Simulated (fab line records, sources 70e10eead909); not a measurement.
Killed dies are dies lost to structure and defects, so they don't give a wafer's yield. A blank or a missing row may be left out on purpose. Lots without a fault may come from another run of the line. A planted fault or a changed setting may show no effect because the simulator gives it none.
A struck lot beside a sound one | flow nand_harc | 43 steps out of a route of 1302
Sound: wafers L306.1, L306.2, L306.4. Struck: wafer L315.1. (L315.2, L315.3 of the same lot were not struck and are left out.) The cause comes at the end.
At each step with rows: each side's tool, then ch and its chambers, then its first start. Under that, the readings that differ: sound wafers | struck wafers | difference of the means | sigmas: that difference in standard deviations of wafers without a fault.
alike: readings whose means differ by less than 2 such deviations, and words and numbers that are the same on both sides. not compared: withheld readings, readings that some wafer has no value for, bounds like >300 that may hide the same value, and numbers for which the record gives no deviation and whose values overlap.
The two part at a step that has a row with sigmas, a row that says differs or no value, or rows on one side only. Numbers that don't overlap but have no deviation are shown without sigmas and don't part them. A reading that every wafer of one side lacks parts them only if that side has two wafers or more.

first, 1 step without rows for these wafers: NHARC_A_CONTACT_DEVELOP_68 (develop time 35 s).
NHARC_A_CONTACT_CD_MEAS_69: target cd 300 nm.
  sound on cd_sem-01 ch 0, day 26 23:08; struck on cd_sem-02 ch 0, day 30 12:41
  alike: cd_nm
NHARC_A_CONTACT_OVL_MEAS_70:
  sound on overlay-01, day 26 23:13; struck on overlay-01, day 30 12:47
  alike: overlay_x_nm, overlay_y_nm
NHARC_A_CONTACT_INSPECT_71:
  sound on defect_inspect-02, day 26 23:15; struck on defect_inspect-02, day 30 12:49
  reading          | sound       | struck | difference | sigmas
  raw_defect_count | 158 137 118 | 63     | -75        | -2
then, 5 steps without rows for these wafers: NHARC_A_CONTACT_DESCUM_74 (chemistry O2, time 3 s); NHARC_A_CONTACT_ETCH_75 (etches the open film in CF4, target depth 39 nm, time 65 s); NHARC_A_CONTACT_ETCH_76 (etches the open film in N2/H2, target depth 260 nm, time 475.3 s); NHARC_A_CONTACT_ETCH_77 (etches the open film in CF4/CHF3, target depth 108.9 nm, time 54.5 s); NHARC_A_CONTACT_ETCH_78 (etches the open film in O2/COS, target depth 5300 nm, time 1378 s).
NHARC_A_CONTACT_ETCH_124: etches the open film in C4F8/O2/Ar, time 140 s, target depth 700 nm.
  sound on har_cap_etch-01 ch 0,1, day 27 00:51; struck on har_cap_etch-03 ch 0, day 30 14:29
  not compared: rf_hours_counter_h
NHARC_A_CONTACT_ETCH_125: etches the open film in C4F8/O2/Ar, time 197 s, target depth 1918 nm.
  sound on har_cap_etch-01 ch 0,1, day 27 01:03; struck on har_cap_etch-03 ch 0, day 30 14:41
  not compared: rf_hours_counter_h
NHARC_A_CONTACT_ETCH_126: etches the open film in C4F8/O2/Ar, time 197 s, target depth 1918 nm.
  sound on har_cap_etch-01 ch 0,1, day 27 01:14; struck on har_cap_etch-03 ch 0, day 30 14:52
  not compared: rf_hours_counter_h
NHARC_A_CONTACT_ETCH_127: etches the open film in C4F8/O2/Ar, time 197 s, target depth 1918 nm.
  sound on har_cap_etch-01 ch 0,1, day 27 01:24; struck on har_cap_etch-03 ch 0, day 30 15:02
  not compared: rf_hours_counter_h
then, 5 steps without rows for these wafers: NHARC_A_CONTACT_ETCH_128 (etches the open film in C4F8/O2/Ar, time 197 s, target depth 1918 nm); NHARC_A_CONTACT_ETCH_129 (etches the open film in C4F8/O2/Ar, time 197 s, target depth 1918 nm); NHARC_A_CONTACT_ETCH_130 (etches the open film in C4F8/O2/Ar, time 197 s, target depth 1918 nm); NHARC_A_CONTACT_ETCH_131 (etches the open film in C4F8/O2/Ar, time 197 s, target depth 1918 nm); NHARC_A_CONTACT_ETCH_132 (etches the open film in C4F8/O2/Ar, time 197 s, target depth 1924 nm).
NHARC_A_CONTACT_ETCH_133: etches the open film in C4F8/O2/Ar, time 374 s, target depth 1610 nm.
  sound on har_cap_etch-01 ch 0,1, day 27 02:28; struck on har_cap_etch-03 ch 0, day 30 16:05
  not compared: rf_hours_counter_h
NHARC_A_CONTACT_ETCH_91: etches the open film in CH3F/O2, target depth 40 nm, time 85.7 s.
  sound on rie_diel-02 ch 0,1,2, day 27 03:15; struck on rie_diel-03 ch 2, day 30 16:53
  reading                         | sound             | struck | difference | sigmas
  oes_product_au (a.u.)           | 0.918 0.911 0.933 | 1.008  | +0.087     | +3
  rf_hours_counter_h (h)          | 18 15 13          | 20     | +5         |
  rf_vpp_V (V)                    | 241.7 243.9 243.9 | 246.4  | +3.2       | +2
  showerhead_plenum_p_Torr (Torr) | 2.29 2.34 2.48    | 2.65   | +0.28      | +3
  alike: drypump_motor_current_A, throttle_valve_pct
then, 1 step without rows for these wafers: NHARC_A_CONTACT_ETCH_97 (etches the open film in C4F6/O2, target depth 20 nm, time 10 s).
NHARC_A_CONTACT_CD_MEAS_80:
  sound on cd_sem-02, day 27 03:28; struck on cd_sem-01, day 30 17:05
  alike: cd_nm
then, 18 steps without rows for these wafers: NHARC_A_CONTACT_STRIP_103 (strips in N2/H2); NHARC_A_CONTACT_STRIP_104 (strips in CF4/CHF3); NHARC_A_CONTACT_STRIP_105 (strips in O2/COS); NHARC_A_CONTACT_ETCH_106 (etches the open film in CF4/O2, target depth 90 nm, overetch 9 nm, time 49.5 s); NHARC_A_CONTACT_STRIP_82 (strips in O2); NHARC_A_CONTACT_STRIP_83 (strips in post etch residue remover, time 600 s); NHARC_A_CONTACT_DEP_84 (deposits aC, target thk 2800 nm); NHARC_A_CONTACT_DEP_85 (deposits SiON, target thk 60 nm); NHARC_A_CONTACT_DEHYDRATE_00 (time 120 s); NHARC_A_CONTACT_HMDS_01 (time 30 s); NHARC_A_CONTACT_COAT_86 (time 75 s); NHARC_A_CONTACT_COAT_87 (time 65 s); NHARC_A_CONTACT_COAT_02 (resist thk 90 nm); NHARC_A_CONTACT_SOFTBAKE_03 (time 55 s); NHARC_A_CONTACT_EBR_04; NHARC_A_CONTACT_EXPOSE_05 (exposes mask A CC); NHARC_A_CONTACT_PEB_06 (peb time 65 s); NHARC_A_CONTACT_DEVELOP_07 (develop time 35 s).
NHARC_A_CONTACT_CD_MEAS_08: target cd 200 nm.
  sound on cd_sem-03 ch 0, day 27 12:11; struck on cd_sem-01 ch 0, day 30 20:41
  alike: cd_nm
NHARC_A_CONTACT_OVL_MEAS_09:
  sound on overlay-02, day 27 12:17; struck on overlay-02, day 30 20:46
  alike: overlay_x_nm, overlay_y_nm
-- the record jumps here: 3 days lie between the struck wafers' starts before and after (it left off in module A_CONTACT and takes up again in module END, whose first step shown is number 1302 of the route) --
NHARC_END_SORT_01:
  the record has rows for the struck wafers here (prober-01 ch 0, day 33 09:01) and none for the sound ones

WHERE THEY PART
First at NHARC_A_CONTACT_INSPECT_71; last, within this record, at NHARC_END_SORT_01.

WHY: what the simulator had put in
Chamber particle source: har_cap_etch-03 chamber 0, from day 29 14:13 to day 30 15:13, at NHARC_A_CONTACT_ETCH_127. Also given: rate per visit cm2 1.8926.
